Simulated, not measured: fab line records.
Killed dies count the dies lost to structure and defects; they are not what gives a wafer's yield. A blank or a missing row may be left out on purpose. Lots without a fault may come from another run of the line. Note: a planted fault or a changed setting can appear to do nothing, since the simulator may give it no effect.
Problem report, 8D (eight disciplines) form, completed by code + flow n5_finfet + the parts of the form that need people (team, actions taken, sign-off) are left out

## 1. THE ISSUE
At N5_BEOL_M7_STRIP_19, chamber_pressure_mTorr averages 39.03 mTorr over 4 wafers from 3 lots, while fault-free wafers read 30.00 mTorr, standard deviation 0.032. That is +99 or more standard deviations from the usual mean.
The step: strips in O2.
First seen on wafer L409.6, day 13 16:59, on rie_diel-06. Wafers with a number at this step in the record: 30, from 10 lots. By rule, "out" or "out of limits" means more than 4 standard deviations away from the usual mean. All remaining wafers that have a number are taken as sound.

## 2. WHAT IT IS, AND WHAT IT ISN'T
| question                    | is                             | is not                                                                                             |
|-----------------------------|--------------------------------|----------------------------------------------------------------------------------------------------|
| which readings at this step | chamber_pressure_mTorr         | drypump_motor_current_A, rf_vpp_V, showerhead_plenum_p_Torr, throttle_valve_pct                    |
| which lots                  | L409, L415, L417               | L405, L407, L410, L419, L422, L427, L428                                                           |
| which wafers of those lots  | L409.6, L415.4, L415.5, L417.4 | L409.2, L409.4, L415.2, L417.3, L417.5                                                             |
| read on which tools         | rie_diel-06                    | rie_diel-02, rie_diel-03                                                                           |
| when                        | from day 13 16:59              | up to then (11 sound wafers); but 15 sound wafers of L415, L417, L419, L422, L427, L428 came after |

## 3. WHAT RULES OUT EACH SUSPECT
Counting: if a tool at a process step up to the reading ran every lot that is out, it stays a suspect. Sound lots after the first of them don't rule it out here, since some wafers of a struck lot are sound.
- pecvd-03 at N5_BEOL_M7_ILD_DEP_00 (deposits SiCOH lowk from DEMS/porogen, target thk 179.75 nm, time 33.4 s): kept. Every lot that is out went through it, the first being L409 (day 13 14:20); the last sound lot it ran before that was L410 (day 13 08:57).
- rie_diel-06 at N5_BEOL_M7_STRIP_19 (strips in O2): kept. Every lot that is out went through it, the first being L409 (day 13 16:59); the last sound lot it ran before that was L407 (day 12 11:08). Its own chamber_pressure_mTorr readings are out on those wafers.
- rie_diel-06, N5_BEOL_M7_STRIP_19: wafers that are out in chamber 1, sound lot-mates in chambers 0, 2, 3.
Remaining after the count are pecvd-03 at N5_BEOL_M7_ILD_DEP_00 and rie_diel-06 at N5_BEOL_M7_STRIP_19.

## 4. THE CAUSE (what the simulator had put in)
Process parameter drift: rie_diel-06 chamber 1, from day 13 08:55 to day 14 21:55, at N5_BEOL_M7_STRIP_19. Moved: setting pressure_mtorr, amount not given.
Counting left 2 suspects, and this tool is among them.

## 5. SEQUENCE OF EFFECTS, ordered by route
Rows list readings where the struck wafers' mean (over those with a number) sits beyond 3 standard deviations from the usual. Only readings whose record carries a usual standard deviation are examined. hours: median over the lots of the time between each lot's start at the first step of this table that gives one and its start at this step. sigmas: the change, counted in usual standard deviations.
| hours | step                | reading                | usual       | on struck wafers | change | sigmas      |
|-------|---------------------|------------------------|-------------|------------------|--------|-------------|
| 0     | N5_BEOL_M7_STRIP_19 | chamber_pressure_mTorr | 30.00 mTorr | 39.03            | +9.03  | +99 or more |
The process steps in it:
- N5_BEOL_M7_STRIP_19: strips in O2.

## 6. WHAT WOULD HAVE CAUGHT IT SOONER
First out-of-limits reading in this record: day 13 16:59, which is 8 hours after fault onset at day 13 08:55.
